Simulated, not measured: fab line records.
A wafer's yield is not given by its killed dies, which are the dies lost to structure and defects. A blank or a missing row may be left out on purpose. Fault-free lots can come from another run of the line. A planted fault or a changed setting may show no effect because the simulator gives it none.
Which tool did it? :: flow n5 finfet :: 36 wafers from 12 lots sampled at 3 of the route's 1938 steps

== WHAT EACH GAUGE READ, for each wafer ==
N5_BEOL_M3_CD_MEAS_35: target cd 18 nm, target cd y 21 nm.
lot: L075
measured: day 8 17:59
on: cd sem-02
cd nm (nm): 17.9 17.7 18.4

lot: L077
measured: day 8 21:24
on: cd sem-03
cd nm (nm): 18.1 17.7 18.1

lot: L080
measured: day 8 21:43
on: cd sem-03
cd nm (nm): 18.8 18.3 17.8

lot: L081
measured: day 9 03:55
on: cd sem-03
cd nm (nm): 17.5 17.8 17.9

lot: L083
measured: day 10 15:27
on: cd sem-01
cd nm (nm): 18.0 18.4 17.6

lot: L085
measured: day 10 17:10
on: cd sem-02
cd nm (nm): 17.6 18.2 17.9

lot: L087
measured: day 11 10:07
on: cd sem-03
cd nm (nm): 18.3 18.6 19.0

lot: L089
measured: day 11 21:17
on: cd sem-02
cd nm (nm): 17.7 17.4 18.1

lot: L091
measured: day 12 07:35
on: cd sem-03
cd nm (nm): 18.8 18.1 17.8

lot: L093
measured: day 12 18:15
on: cd sem-01
cd nm (nm): 18.4 17.7 17.8

lot: L095
measured: day 13 04:40
on: cd sem-03
cd nm (nm): 18.1 17.7 18.3

lot: L096
measured: day 13 07:49
on: cd sem-02
cd nm (nm): 17.5 17.5 18.1

== TOOL THAT RAN EACH LOT (tool first, then ch and the chambers of the sampled wafers, then the start) ==
lot: L075
N5_BEOL_M3_ETCHBACK_99: rie diel-04 ch 0,1,3, day 8 17:27
N5_BEOL_M3_ETCH_41: rie diel-04 ch 0,1,3, day 8 17:59 or earlier

lot: L077
N5_BEOL_M3_ETCHBACK_99: rie diel-02 ch 0,1,2, day 8 20:52
N5_BEOL_M3_ETCH_41: rie diel-02 ch 0,1,2, day 8 21:24 or earlier

lot: L080
N5_BEOL_M3_ETCHBACK_99: rie diel-05 ch 2,3, day 8 21:11
N5_BEOL_M3_ETCH_41: rie diel-05 ch 2,3, day 8 21:43 or earlier

lot: L081
N5_BEOL_M3_ETCHBACK_99: rie diel-02 ch 0,1,2, day 9 03:22
N5_BEOL_M3_ETCH_41: rie diel-02 ch 0,1,2, day 9 03:55 or earlier

lot: L083
N5_BEOL_M3_ETCHBACK_99: rie diel-02 ch 2,3, day 10 14:08
N5_BEOL_M3_ETCH_41: rie diel-02 ch 2,3, day 10 15:27 or earlier

lot: L085
N5_BEOL_M3_ETCHBACK_99: rie diel-05 ch 0,1, day 10 16:38
N5_BEOL_M3_ETCH_41: rie diel-05 ch 0,1, day 10 17:10 or earlier

lot: L087
N5_BEOL_M3_ETCHBACK_99: rie diel-04 ch 0,3, day 11 09:34
N5_BEOL_M3_ETCH_41: rie diel-04 ch 0,3, day 11 10:07 or earlier

lot: L089
N5_BEOL_M3_ETCHBACK_99: rie diel-04 ch 0,2, day 11 20:44
N5_BEOL_M3_ETCH_41: rie diel-04 ch 0,2, day 11 21:17 or earlier

lot: L091
N5_BEOL_M3_ETCHBACK_99: rie diel-05 ch 0,1, day 12 07:02
N5_BEOL_M3_ETCH_41: rie diel-05 ch 0,1, day 12 07:35 or earlier

lot: L093
N5_BEOL_M3_ETCHBACK_99: rie diel-05 ch 1,2, day 12 17:42
N5_BEOL_M3_ETCH_41: rie diel-05 ch 1,2, day 12 18:15 or earlier

lot: L095
N5_BEOL_M3_ETCHBACK_99: rie diel-04 ch 1,2, day 13 04:07
N5_BEOL_M3_ETCH_41: rie diel-04 ch 1,2, day 13 04:40 or earlier

lot: L096
N5_BEOL_M3_ETCHBACK_99: rie diel-02 ch 0,1,2, day 13 07:16
N5_BEOL_M3_ETCH_41: rie diel-02 ch 0,1,2, day 13 07:49 or earlier
- N5_BEOL_M3_ETCHBACK_99: etches SiO2 in CHF3, target depth 5 nm, time 10.4 s.
- N5_BEOL_M3_ETCH_41: etches SiCN in CH3F/O2, target depth 29.9 nm, time 52.5 s.

== THE ANSWER, worked out from the rows above alone ==
Rule: what is usual is taken from the lots themselves. The widest of any qualifying gaps counts: lots, ordered by their means at a reading, are off when they make up no more than a third of the lots, leave a main group of 4 or more, and stand apart from it by 3 or more times the standard deviation of that group's means. A main group whose means are all the same, to the digits that the tables above print for the reading, isn't used. A lot without any number at a reading at which 4 lots or more have one is off too. All remaining lots with rows at the step are treated as sound.
No lot is off on any of the readings shown, so nothing can be concluded from this.

== WHAT HAD BEEN PUT IN BY THE SIMULATOR ==
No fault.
